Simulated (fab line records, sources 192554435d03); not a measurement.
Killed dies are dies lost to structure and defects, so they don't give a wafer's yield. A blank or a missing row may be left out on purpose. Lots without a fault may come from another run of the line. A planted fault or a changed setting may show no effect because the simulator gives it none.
Problem report in the 8D (eight disciplines) form, filled by code | flow n5_finfet | the parts of the form that need people (team, actions taken, sign-off) are left out
Where a reading is given only as a bound, like >300, the bound stands for it, and a mean or a difference that rests on one is marked > or <: the true number lies beyond.

1. THE PROBLEM
raw_defect_count at N5_BEOL_M15_INSPECT_55 reads a mean of 664 on 2 wafers of 2 lots; wafers without a fault read 70 with a standard deviation of 19. That is +31 standard deviations from the usual mean.
The step: inspects for defects (darkfield).
First seen on wafer L636.6, day 16 10:23, on defect_inspect-01. The record holds 30 wafers of 10 lots with a number at this step. Rule for "out", or "out of limits": more than 4 standard deviations from the usual mean. The other wafers with a number count as sound.

2. WHAT IT IS AND WHAT IT IS NOT
question                    | is                | is not
which readings at this step | raw_defect_count  | -
which lots                  | L636, L637        | L625, L626, L640, L642, L644, L645, L646, L648
which wafers of those lots  | L636.6, L637.1    | L636.2, L636.3, L637.4, L637.6
read on which gauges        | defect_inspect-01 | defect_inspect-02
when                        | from day 16 10:23 | up to then (8 sound wafers); but 20 sound wafers of L637, L640, L642, L644, L645, L646, L648 came after

3. SUSPECTS, AND WHAT RULES EACH OUT
Counting: a tool at a process step up to the reading stays a suspect if it ran every lot that is out. Sound lots after the first of them don't rule it out here, since some wafers of a struck lot are sound.
- the gauge at N5_BEOL_M15_INSPECT_55: ruled out. All the wafers that are out were read on defect_inspect-01, but those of them that N5_MIM_TOP_LITHO_INSPECT_12 has rows for are out there too, on other tools.
- rtp_anneal-01 at N5_BEOL_M15_ANNEAL_48 (time 90 s): kept. It ran every lot that is out, first L636 (day 16 09:41); its last sound lot up to then is L625 (day 13 10:07).
- cmp-03 at N5_BEOL_M15_CMP_49 (polishes, stops on SiO2, t overpolish 4.9 s, target thk 850 nm): kept. It ran every lot that is out, first L636 (day 16 10:01); its last sound lot up to then is L626 (day 14 08:11).
- Within cmp-03 at N5_BEOL_M15_CMP_49: the wafers that are out ran in chamber 0; their sound lot-mates ran in chambers 1, 2, 3.
Left after counting: rtp_anneal-01 at N5_BEOL_M15_ANNEAL_48, cmp-03 at N5_BEOL_M15_CMP_49.

4. THE CAUSE (what the simulator had put in)
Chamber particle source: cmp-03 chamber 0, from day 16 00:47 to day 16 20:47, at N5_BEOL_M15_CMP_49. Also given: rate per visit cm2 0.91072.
Counting left 2 suspects, and this tool is among them.

5. THE CHAIN OF EFFECTS, in route order
Each row: a reading whose mean over the struck wafers that have a number lies more than 3 standard deviations from the usual. Only readings for which the record gives a usual standard deviation are gone through. hours: the time from each lot's start at the first step in this table that gives one to its start at this step, as a median over the lots. sigmas: the change in usual standard deviations.
hours | step                        | reading              | usual  | on struck wafers | change | sigmas
0     | N5_BEOL_M15_INSPECT_55      | raw_defect_count     | 70     | 664              | +594   | +31
4     | N5_MIM_TOP_LITHO_INSPECT_12 | raw_defect_count     | 2.0    | >300             | >+298  | +99 or more
16    | N5_PASSIVATION_PROBE_49     | defect_limited_yield | 91.2 % | 55.3             | -35.9  | -28
16    | N5_PASSIVATION_PROBE_49     | killed_at_M4_up      | 14     | 457              | +443   | +89
16    | N5_PASSIVATION_PROBE_49     | killed_dies          | 104    | 528              | +424   | +28
16    | N5_PASSIVATION_PROBE_49     | killed_on_rim        | 14     | 69               | +55    | +15
16    | N5_PASSIVATION_PROBE_49     | sort_bin_5_function  | 5.2 %  | 28.5             | +23.3  | +27
16    | N5_PASSIVATION_PROBE_49     | sort_bin_6_memory    | 3.3 %  | 13.3             | +10.0  | +16
16    | N5_PASSIVATION_PROBE_49     | sort_n_pass          | 1076   | 652              | -424   | -28
16    | N5_PASSIVATION_PROBE_49     | sort_yield_pct       | 91.2 % | 55.3             | -35.9  | -28
The process steps in it:
- N5_PASSIVATION_PROBE_49

6. WHAT WOULD HAVE CAUGHT IT SOONER
In this record the first reading out of limits at a measuring or inspecting step was taken at day 16 10:23, 10 hours after the fault began at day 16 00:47.
Of the tool readings at N5_BEOL_M15_CMP_49 for which the record gives a usual standard deviation, none was out on any struck wafer, so an alarm limit of 4 standard deviations on them would not have fired.
Of the lots that are out (2), L637 began N5_BEOL_M15_CMP_49 on cmp-03 after day 16 10:23. A hold on the tool at that time would have spared it.
